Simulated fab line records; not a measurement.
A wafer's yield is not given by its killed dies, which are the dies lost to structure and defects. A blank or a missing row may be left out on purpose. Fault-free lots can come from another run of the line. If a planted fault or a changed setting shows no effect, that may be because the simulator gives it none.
Matching of chambers    flow n5Finfet    N5_BEOL_M5_ETCH_72 on rieDiel-02: 4 sister chambers
The step etches underlayer in N2/H2, target depth 6.5 nm, time 5.2 s. 16 wafers are shown with their chamber, then 8 later ones without.

== EACH WAFER AND ITS CHAMBER ==
wafer   chamber  showerheadPlenumPTorr (Torr)  drypumpMotorCurrentA (A)  throttleValvePct (%)
L074.2  2        2.64                          5.5                       18.11
L074.4  3        2.62                          6.0                       18.41
L074.5  1        2.38                          6.0                       17.44
L079.2  2        2.63                          5.5                       18.16
L079.3  0        2.70                          5.8                       17.65
L079.4  3        2.62                          6.0                       17.91
L080.2  1        2.37                          6.0                       17.47
L080.4  3        2.61                          5.9                       17.92
L080.6  3        2.61                          5.9                       17.90
L083.3  0        2.70                          5.9                       17.63
L083.4  2        2.63                          5.5                       18.17
L083.5  3        2.61                          5.9                       17.92
L082.2  2        2.63                          5.5                       18.17
L082.5  3        2.61                          5.9                       17.95
L082.6  2        2.63                          5.5                       18.18
L085.1  0        2.70                          5.9                       17.64

SIGNATURES (averages over the wafers above)
reading                chamber 0  chamber 1  chamber 2  chamber 3  scatter within a chamber
showerheadPlenumPTorr  2.7000     2.3750     2.6320     2.6133     0.00468
drypumpMotorCurrentA   5.867      6.000      5.500      5.933      0.0408
throttleValvePct       17.6400    17.4550    18.1580    18.0017    0.131
Rule: for each reading, subtract the chamber's mean from the wafer's reading, divide by that reading's scatter and square the result; add these up over the readings and take the root, which gives the wafer's distance from the chamber. The wafer belongs to the nearest chamber; if the next one is less than 2 further off, it can't be placed. The scatter: the root of (the sum of the squares of (reading less its chamber's mean) over the shown wafers, divided by (wafers less chambers)).

== WAFERS WHOSE CHAMBER IS MISSING ==
wafer   showerheadPlenumPTorr (Torr)  drypumpMotorCurrentA (A)  throttleValvePct (%)
L085.2  2.63                          5.5                       18.16
L085.6  2.69                          5.9                       17.64
L088.1  2.60                          5.9                       17.94
L088.2  2.62                          5.5                       18.22
L088.3  2.69                          5.8                       17.67
L095.1  2.60                          5.9                       18.00
L095.3  2.68                          6.0                       17.02
L095.4  2.69                          5.8                       17.67

== WHICH CHAMBER EACH ONE RAN IN ==
wafer    from the rows above   in truth
L085.2   2                     2
L085.6   0                     0
L088.1   3                     3
L088.2   2                     2
L088.3   0                     0
L095.1   3                     3
L095.3   0                     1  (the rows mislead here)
L095.4   0                     0
Correct placement for 7 of the 8. Number that these rows cannot place: 0. 1 placed wrongly.
